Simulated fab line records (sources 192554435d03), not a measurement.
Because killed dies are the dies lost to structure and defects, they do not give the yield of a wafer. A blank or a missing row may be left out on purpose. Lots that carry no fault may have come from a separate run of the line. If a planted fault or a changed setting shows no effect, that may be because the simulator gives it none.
Lot-split experiment    flow n5_finfet    21 wafers read from 7 lots, route of 1938 steps

## ABOUT THE SPLIT
At N5_SPACER0_ALD_00 (deposits SiOCN, target thk 3.5 nm, pulse time 3 s, purge time 2 s), the setting ald_cycles was moved away from the recipe's 58 on 8 of the 21 wafers read, by -13.8% to +15.5%. The other wafers ran this setting at the recipe's value.

The split's own step is where the reading is taken.

## THE READING
SiOCN_of_SPACER0_ALD_00.thk_nm (the simulator's own value, which no gauge read), in nm, at N5_SPACER0_ALD_00 (deposits SiOCN, target thk 3.5 nm, pulse time 3 s, purge time 2 s). No usual value for it is given in the file. Here, 13 wafers ran the recipe; their average is 3.5 nm with a standard deviation of 0.1 nm.

wafer   tool, chamber at the split  ald_cycles as run  against the recipe  SiOCN_of_SPACER0_ALD_00.thk_nm, nm  against lot-mates on the recipe
L078.2  ald_sin-04, 0               58                 recipe              3.6                                 -
L078.3  ald_sin-04, 3               55                 -5.2%               3.2                                 -0.3
L078.4  ald_sin-04, 2               58                 recipe              3.4                                 -
L079.3  ald_sin-02, 2               58                 recipe              3.6                                 -
L079.6  ald_sin-02, 2               58                 recipe              3.6                                 -
L079.4  ald_sin-02, 3               52                 -10.3%              3                                   -0.6
L085.2  ald_sin-04, 1,3             58                 recipe              3.4                                 -
L085.6  ald_sin-04, 1,3             58                 recipe              3.4                                 -
L085.3  ald_sin-04, 3               64                 +10.3%              3.8                                 +0.4
L088.2  ald_sin-03, 2,0             67                 +15.5%              4                                   +0.4
L088.5  ald_sin-03, 2,0             67                 +15.5%              4                                   +0.4
L088.3  ald_sin-03, 1               58                 recipe              3.6                                 -
L089.1  ald_sin-04, 0,2             50                 -13.8%              3                                   -0.4
L089.3  ald_sin-04, 0,2             50                 -13.8%              3                                   -0.4
L089.5  ald_sin-04, 3               58                 recipe              3.4                                 -
L090.3  ald_sin-02, 0               58                 recipe              3.4                                 -
L090.5  ald_sin-02, 1               58                 recipe              3.6                                 -
L090.6  ald_sin-02, 0               50                 -13.8%              3                                   -0.5
L093.2  ald_sin-03, 2               58                 recipe              3.6                                 -
L093.3  ald_sin-03, 0,2             58                 recipe              3.4                                 -
L093.5  ald_sin-03, 0,2             58                 recipe              3.4                                 -
When a row names more than one chamber, that row covers several wafers, and the file does not tell which wafer ran in which chamber.

FIT RESULTS
A straight line over all 21 wafers: SiOCN_of_SPACER0_ALD_00.thk_nm changes by +0.0353 nm for each +1% of ald_cycles; r = +0.95; the points scatter about the line by 0.091 nm.
The same after taking each lot's own level away (the mean of its wafers on the recipe; 21 wafers): +0.0324 nm for each +1%; r = +0.94; scatter 0.096 nm.
Per that fit: largest ald_cycles move, reading shift of 0.5 nm.
The lots' own levels span 3.40 to 3.60 nm, that is 2.0 times the standard deviation above.
Hence the lot-to-lot level has little effect on the slope; both slopes agree.
Check: for one of the wafers moved furthest among these (+15.5%), held out of the fit, the line's prediction against its lot-mates is +0.506 nm. Against them it came out at +0.4 nm.

## ADDITIONAL SPLITS CARRIED BY THESE WAFERS
Other splits were also applied to these wafers ahead of the reading. Each is held against what the fit with the lots' levels taken away leaves over:
other split on the same wafers         wafers away from the commonest value  r with SiOCN_of_SPACER0_ALD_00.thk_nm (lot level and that fit taken away)
N5_ZERO_LAYER_PECVD_02 time_s          7                                     -0.37
N5_FIN_SAQP_SPACER1_ALD_24 ald_cycles  8                                     -0.15
N5_FIN_SAQP_ETCH_65 time_s             5                                     +0.02
N5_DUMMY_GATE_HM_DEP_06 time_s         15                                    +0.12
N5_DUMMY_GATE_EXPOSE_12 dose_mj        8                                     +0.39

## FILE'S OWN FIT
SiOCN_of_SPACER0_ALD_00.thk_nm changes by +0.0354 nm for each +1% of ald_cycles, r = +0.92.
